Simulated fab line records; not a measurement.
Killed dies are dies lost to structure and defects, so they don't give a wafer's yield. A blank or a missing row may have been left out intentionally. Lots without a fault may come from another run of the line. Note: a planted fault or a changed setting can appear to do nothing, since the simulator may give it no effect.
Matching of chambers -- flow n5_finfet -- rie_diel-06 running N5_BEOL_M5_ETCH_67: 4 sister chambers
The step etches SiARC in CF4, target depth 15.6 nm, time 26 s. 18 wafers are shown with their chamber, then 9 later ones without.

== WAFERS PAIRED WITH THEIR CHAMBERS ==
wafer,chamber,drypump_motor_current_A (A),throttle_valve_pct (%),showerhead_plenum_p_Torr (Torr)
L074.1,0,6.5,15.35,2.19
L074.2,1,5.8,15.34,2.06
L074.6,3,5.6,15.81,2.23
L075.2,1,5.8,15.35,2.05
L075.3,0,6.5,15.36,2.19
L075.5,2,6.7,15.93,2.05
L077.2,0,6.5,15.35,2.19
L077.3,1,5.8,15.36,2.05
L077.5,3,5.6,15.83,2.23
L081.4,0,6.5,15.40,2.19
L081.5,2,6.7,15.94,2.04
L081.6,3,5.5,15.84,2.22
L083.1,2,6.7,15.94,2.04
L083.4,3,5.6,15.84,2.22
L083.5,2,6.7,15.94,2.04
L086.2,3,5.6,15.86,2.22
L086.3,1,5.8,15.37,2.05
L086.4,0,6.4,15.40,2.18

SIGNATURES (averages over the wafers above)
reading,chamber 0,chamber 1,chamber 2,chamber 3,scatter within a chamber
drypump_motor_current_A,6.480,5.800,6.700,5.580,0.0338
throttle_valve_pct,15.3720,15.3550,15.9375,15.8360,0.0181
showerhead_plenum_p_Torr,2.1880,2.0525,2.0425,2.2240,0.005
Rule: distance of a wafer from a chamber = root of the sum over the readings of ((wafer's reading minus chamber's mean) / reading's scatter) squared. If the next closest chamber is less than 2 further off than the closest, the wafer can't be placed; otherwise it belongs to the closest. How the scatter is found: for the shown wafers, subtract from each reading the mean of its chamber, square and add these, divide the total by (wafers less chambers), then take the root.

== WAFERS WITH NO CHAMBER GIVEN ==
wafer,drypump_motor_current_A (A),throttle_valve_pct (%),showerhead_plenum_p_Torr (Torr)
L092.1,5.5,15.90,2.21
L092.2,6.5,15.43,2.18
L092.3,6.7,15.52,2.29
L095.3,6.7,15.52,2.29
L095.4,5.8,15.43,2.04
L095.5,5.8,15.43,2.04
L096.2,6.5,15.44,2.18
L096.3,5.6,15.90,2.21
L096.5,5.8,15.42,2.04

== THE CHAMBER EACH PASSED THROUGH ==
wafer,from the rows above,in truth
L092.1,3,3
L092.2,0,0
L092.3,0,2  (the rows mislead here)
L095.3,0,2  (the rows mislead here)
L095.4,1,1
L095.5,1,1
L096.2,0,0
L096.3,3,3
L096.5,1,1
7 of 9 placed correctly. From these rows, 0 cannot be placed. Number placed wrongly: 2.
